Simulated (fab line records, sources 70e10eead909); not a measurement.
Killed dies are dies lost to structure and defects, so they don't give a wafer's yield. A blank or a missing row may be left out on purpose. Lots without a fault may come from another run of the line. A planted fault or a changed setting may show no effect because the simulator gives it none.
Tool commonality check | flow nand_harc | 2 lots, 6 wafers sampled

WHY IT WAS OPENED
At NHARC_END_SORT_01 the reading killed_at_array is flagged on 2 of 2 lots. Wafers without a fault read 59, standard deviation 16.
Rule: a lot is flagged when every wafer of it that has a number lies more than 4 standard deviations from that mean, or none has a number. The other lots count as sound.

lot  | measured     | on        | killed_at_array, wafer by wafer | flag
L885 | day 28 12:52 | prober-02 | 134 136 137                     | FLAGGED
L887 | day 30 02:42 | prober-02 | 148 152 138                     | FLAGGED
The numbers of the flagged lots are 141 on average: +82 against the usual, or +5 standard deviations.

WHICH TOOL RAN EACH LOT
The record holds 3 process steps before the reading, out of a route of 1302 steps. In each cell: the tool, then ch and the chambers that the sampled wafers went through, then the start.
lot  | flag    | NHARC_A_ONON_D1_DEP_16           | NHARC_A_BONDPAD_CMP_19        | NHARC_THIN_TSV_PRE_CLEAN_54
L885 | FLAGGED | pecvd_onon-02 ch 0, day 12 01:28 | cmp-03 ch 0,1, day 27 04:37   | pvd_sputter-01, day 27 23:57
L887 | FLAGGED | pecvd_onon-02 ch 0, day 12 14:02 | cmp-03 ch 0,1,3, day 28 11:19 | pvd_sputter-03, day 29 06:05
What these steps do:
- NHARC_A_ONON_D1_DEP_16: target thk 1000 nm.
- NHARC_A_BONDPAD_CMP_19: polishes, t overpolish 30 s, cu recess touch 16 s, target thk 169.82 nm.
- NHARC_THIN_TSV_PRE_CLEAN_54: time 30 s.
- NHARC_END_SORT_01

FLAGGED OVER TOTAL, TOOL BY TOOL (the gauges that took the reading come last)
step                        | tool           | lots run | flagged | share of the flagged lots | sound lots run after its first flagged lot
NHARC_A_ONON_D1_DEP_16      | pecvd_onon-02  | 2        | 2       | all                       | 0
NHARC_A_BONDPAD_CMP_19      | cmp-03         | 2        | 2       | all                       | 0
NHARC_THIN_TSV_PRE_CLEAN_54 | pvd_sputter-01 | 1        | 1       | some                      | 0
NHARC_THIN_TSV_PRE_CLEAN_54 | pvd_sputter-03 | 1        | 1       | some                      | 0
NHARC_END_SORT_01           | prober-02      | 2        | 2       | all                       | 0

WHAT THE TABLE ALLOWS
3 rows of the table ran every flagged lot: pecvd_onon-02 at NHARC_A_ONON_D1_DEP_16, cmp-03 at NHARC_A_BONDPAD_CMP_19, prober-02 at NHARC_END_SORT_01.
- pecvd_onon-02 at NHARC_A_ONON_D1_DEP_16: 2 of its 2 lots flagged. It ran no sound lot before its first flagged lot in this sample, so the start can't be narrowed down.
- cmp-03 at NHARC_A_BONDPAD_CMP_19: 2 of its 2 lots flagged. It ran no sound lot before its first flagged lot in this sample, so the start can't be narrowed down.
- prober-02 at NHARC_END_SORT_01: 2 of its 2 lots flagged. It ran no sound lot before its first flagged lot in this sample, so the start can't be narrowed down.
Counting lots can't tell these 3 tools apart, because each fits a fault that began at some hour. More lots, or a look at what each step does to the wafer, might.

WHAT THE SIMULATOR HAD PUT IN
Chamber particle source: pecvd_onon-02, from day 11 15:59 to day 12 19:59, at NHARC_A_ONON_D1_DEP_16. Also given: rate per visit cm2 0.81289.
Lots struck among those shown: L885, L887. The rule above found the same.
